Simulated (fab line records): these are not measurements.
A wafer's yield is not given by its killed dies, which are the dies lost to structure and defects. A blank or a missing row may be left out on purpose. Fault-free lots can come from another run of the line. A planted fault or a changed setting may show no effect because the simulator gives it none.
Matching of chambers + flow nand_harc + NHARC_P_ZERO_WELL_ETCH_63 on rie_si-04: 4 sister chambers
The step etches the open film in HBr/Cl2, target depth 120 nm, time 40.1 s. 14 wafers are shown with their chamber, then 7 later ones without.

== EACH WAFER AND ITS CHAMBER ==
| wafer  | chamber | drypump_motor_current_A (A) | oes_product_au (a.u.) | throttle_valve_pct (%) |
|--------|---------|-----------------------------|-----------------------|------------------------|
| L176.1 | 1       | 4.9                         | 0.994                 | 26.399                 |
| L176.4 | 2       | 5.7                         | 0.974                 | 26.411                 |
| L176.5 | 0       | 5.7                         | 1.001                 | 26.412                 |
| L177.4 | 2       | 5.7                         | 0.980                 | 26.426                 |
| L177.5 | 3       | 5.5                         | 0.998                 | 26.404                 |
| L177.6 | 0       | 5.6                         | 1.004                 | 26.407                 |
| L178.1 | 2       | 5.7                         | 0.983                 | 26.395                 |
| L178.4 | 3       | 5.5                         | 0.992                 | 26.398                 |
| L178.5 | 2       | 5.7                         | 0.969                 | 26.405                 |
| L190.2 | 3       | 5.4                         | 1.007                 | 26.403                 |
| L190.4 | 0       | 5.6                         | 1.006                 | 26.394                 |
| L190.5 | 1       | 4.9                         | 1.005                 | 26.410                 |
| L191.1 | 2       | 5.7                         | 0.983                 | 26.409                 |
| L191.2 | 1       | 4.9                         | 1.000                 | 26.412                 |

SIGNATURES (means of the wafers above)
| reading                 | chamber 0 | chamber 1 | chamber 2 | chamber 3 | scatter within a chamber |
|-------------------------|-----------|-----------|-----------|-----------|--------------------------|
| drypump_motor_current_A | 5.633     | 4.900     | 5.700     | 5.467     | 0.0365                   |
| oes_product_au          | 1.00367   | 0.99967   | 0.97780   | 0.99900   | 0.00581                  |
| throttle_valve_pct      | 26.40433  | 26.40700  | 26.40920  | 26.40167  | 0.00892                  |
Rule: a wafer lies at a distance from a chamber equal to the root of the sum of squares, over the readings, of (its reading less the chamber's mean, divided by the reading's scatter). If the next closest chamber is less than 2 further off than the closest, the wafer can't be placed; otherwise it belongs to the closest. How the scatter is found: for the shown wafers, subtract from each reading the mean of its chamber, square and add these, divide the total by (wafers less chambers), then take the root.

== WAFERS WHOSE CHAMBER IS MISSING ==
| wafer  | drypump_motor_current_A (A) | oes_product_au (a.u.) | throttle_valve_pct (%) |
|--------|-----------------------------|-----------------------|------------------------|
| L191.3 | 5.5                         | 0.990                 | 26.411                 |
| L194.2 | 5.5                         | 1.004                 | 26.396                 |
| L194.4 | 4.9                         | 1.012                 | 26.410                 |
| L194.6 | 5.5                         | 1.010                 | 26.404                 |
| L195.2 | 5.5                         | 0.982                 | 26.403                 |
| L195.4 | 5.7                         | 0.999                 | 26.416                 |
| L195.6 | 4.9                         | 1.013                 | 26.419                 |

== WHICH CHAMBER EACH ONE RAN IN ==
| wafer  | from the rows above     | in truth |
|--------|-------------------------|----------|
| L191.3 | 3                       | 3        |
| L194.2 | 3                       | 3        |
| L194.4 | 1                       | 1        |
| L194.6 | can't be placed: 3 or 0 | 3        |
| L195.2 | 3                       | 3        |
| L195.4 | can't be placed: 0 or 2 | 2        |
| L195.6 | 1                       | 1        |
5 of 7 placed correctly. Unplaceable from these rows: 2, with the true chamber sitting among the candidates in 2. Wrongly placed: 0.
